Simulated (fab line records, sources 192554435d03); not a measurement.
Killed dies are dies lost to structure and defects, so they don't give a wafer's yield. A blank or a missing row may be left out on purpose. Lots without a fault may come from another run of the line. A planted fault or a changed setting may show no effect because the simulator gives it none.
Chamber matching | flow n5_finfet | N5_BEOL_M7_ILD_DEP_00 on pecvd-01: 3 sister chambers
The step deposits SiCOH lowk from DEMS/porogen, target thk 179.75 nm, time 33.4 s. 14 wafers are shown with their chamber, then 7 later ones without.

WAFERS WITH THEIR CHAMBER
wafer  | chamber | throttle_valve_pct (%) | heater_power_w (W) | showerhead_plenum_p_Torr (Torr)
L074.2 | 2       | 12.4                   | 368                | 5.745
L074.5 | 2       | 12.4                   | 365                | 5.736
L074.6 | 1       | 15.3                   | 263                | 5.751
L077.1 | 2       | 12.3                   | 306                | 5.759
L077.2 | 0       | 15.5                   | 270                | 5.764
L077.5 | 2       | 12.5                   | 313                | 5.752
L078.1 | 2       | 12.5                   | 325                | 5.752
L078.4 | 0       | 15.3                   | 316                | 5.775
L078.6 | 1       | 15.1                   | 250                | 5.743
L084.1 | 0       | 15.6                   | 315                | 5.754
L084.3 | 1       | 15.2                   | 269                | 5.760
L084.6 | 0       | 15.5                   | 326                | 5.763
L083.1 | 1       | 15.2                   | 235                | 5.743
L083.3 | 0       | 15.4                   | 302                | 5.781

SIGNATURES (means of the wafers above)
reading                  | chamber 0 | chamber 1 | chamber 2 | scatter within a chamber
throttle_valve_pct       | 15.460    | 15.200    | 12.420    | 0.0953
heater_power_w           | 305.80    | 254.25    | 335.40    | 23.3
showerhead_plenum_p_Torr | 5.76740   | 5.74925   | 5.74880   | 0.00931
Rule: a wafer's distance from a chamber is the root of the sum, over the readings, of the square of ((its reading less the chamber's mean) divided by the reading's scatter). The wafer belongs to the nearest chamber; if the next one is less than 2 further off, it can't be placed. The scatter: the root of (the sum of the squares of (reading less its chamber's mean) over the shown wafers, divided by (wafers less chambers)).

WAFERS WITHOUT THEIR CHAMBER
wafer  | throttle_valve_pct (%) | heater_power_w (W) | showerhead_plenum_p_Torr (Torr)
L083.4 | 15.1                   | 231                | 5.755
L089.1 | 15.2                   | 215                | 5.758
L089.3 | 12.5                   | 317                | 5.739
L089.5 | 15.2                   | 228                | 5.772
L097.4 | 15.6                   | 325                | 5.764
L097.5 | 12.5                   | 305                | 5.758
L097.6 | 15.2                   | 233                | 5.744

WHICH CHAMBER EACH WENT THROUGH
wafer  | from the rows above     | in truth
L083.4 | 1                       | 1
L089.1 | 1                       | 1
L089.3 | 2                       | 2
L089.5 | can't be placed: 1 or 0 | 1
L097.4 | 0                       | 0
L097.5 | 2                       | 2
L097.6 | 1                       | 1
Placed correctly: 6 of 7. Can't be placed from these rows: 1 (the true chamber is among the candidates in 1). Placed wrongly: 0.
